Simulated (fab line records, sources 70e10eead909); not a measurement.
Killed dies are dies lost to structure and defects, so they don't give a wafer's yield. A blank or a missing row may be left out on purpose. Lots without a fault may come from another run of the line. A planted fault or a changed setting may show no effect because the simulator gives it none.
Chamber matching | flow nand_harc | NHARC_A_STAIRCASE_CMP_152 on cmp-03: 4 sister chambers
The step polishes. 4 wafers are shown with their chamber, then 9 later ones without.

WAFERS WITH THEIR CHAMBER
wafer  | chamber | motor_current_A (A)
L085.6 | 3       | 13.1
L088.2 | 2       | 13.5
L088.5 | 1       | 12.2
L088.6 | 0       | 11.6

WAFERS WITHOUT THEIR CHAMBER
wafer  | motor_current_A (A)
L089.1 | 11.8
L089.4 | 14.2
L089.5 | 13.6
L089.2 | 13.6
L089.3 | 13.1
L089.6 | 11.5
L093.1 | 13.9
L093.2 | 11.8
L093.5 | 13.4

WHICH CHAMBER EACH WENT THROUGH
wafer  | from the rows above     | in truth
L089.1 | can't be placed: 0 or 1 | 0
L089.4 | can't be placed: 2 or 3 | 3
L089.5 | can't be placed: 2 or 3 | 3
L089.2 | can't be placed: 2 or 3 | 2
L089.3 | can't be placed: 3 or 2 | 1
L089.6 | 0                       | 0
L093.1 | can't be placed: 2 or 3 | 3
L093.2 | can't be placed: 0 or 1 | 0
L093.5 | can't be placed: 2 or 3 | 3
Placed correctly: 1 of 9. Can't be placed from these rows: 8 (the true chamber is among the candidates in 7). Placed wrongly: 0.
How it was worked out, from the rows above alone: a wafer's distance from a chamber is the root of the sum, over the readings, of the square of ((its reading less the chamber's mean) divided by the reading's scatter). The wafer belongs to the nearest chamber; if the next one is less than 2 further off, it can't be placed. A chamber's mean is the mean of its shown wafers. The scatter: with one shown wafer a chamber, the root of the mean of the squares of how far each hidden wafer lies from its nearest shown one.
